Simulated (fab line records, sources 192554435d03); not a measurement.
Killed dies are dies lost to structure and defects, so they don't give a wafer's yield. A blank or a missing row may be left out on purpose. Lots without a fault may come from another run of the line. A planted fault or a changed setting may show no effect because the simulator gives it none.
Chamber matching | flow n5_finfet | N5_BEOL_M6_PECVD_70 on pecvd-01: 3 sister chambers
The step deposits SiO2 from TEOS/O2, target thk 20 nm, time 22.7 s. 3 wafers are shown with their chamber, then 11 later ones without.

WAFERS WITH THEIR CHAMBER
wafer  | chamber | heater_power_w (W)
L083.6 | 0       | 628
L086.6 | 2       | 735
L087.2 | 1       | 810

WAFERS WITHOUT THEIR CHAMBER
wafer  | heater_power_w (W)
L087.5 | 651
L087.6 | 573
L088.1 | 749
L088.4 | 623
L088.5 | 765
L092.1 | 619
L092.2 | 571
L092.5 | 574
L096.4 | 604
L096.5 | 776
L096.6 | 747

WHICH CHAMBER EACH WENT THROUGH
wafer  | from the rows above     | in truth
L087.5 | can't be placed: 0 or 2 | 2
L087.6 | 0                       | 0
L088.1 | can't be placed: 2 or 1 | 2
L088.4 | 0                       | 0
L088.5 | can't be placed: 2 or 1 | 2
L092.1 | 0                       | 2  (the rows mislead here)
L092.2 | 0                       | 0
L092.5 | 0                       | 0
L096.4 | 0                       | 0
L096.5 | can't be placed: 1 or 2 | 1
L096.6 | can't be placed: 2 or 1 | 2
Placed correctly: 5 of 11. Can't be placed from these rows: 5 (the true chamber is among the candidates in 5). Placed wrongly: 1.
How it was worked out, from the rows above alone: a wafer's distance from a chamber is the root of the sum, over the readings, of the square of ((its reading less the chamber's mean) divided by the reading's scatter). The wafer belongs to the nearest chamber; if the next one is less than 2 further off, it can't be placed. A chamber's mean is the mean of its shown wafers. The scatter: with one shown wafer a chamber, the root of the mean of the squares of how far each hidden wafer lies from its nearest shown one.
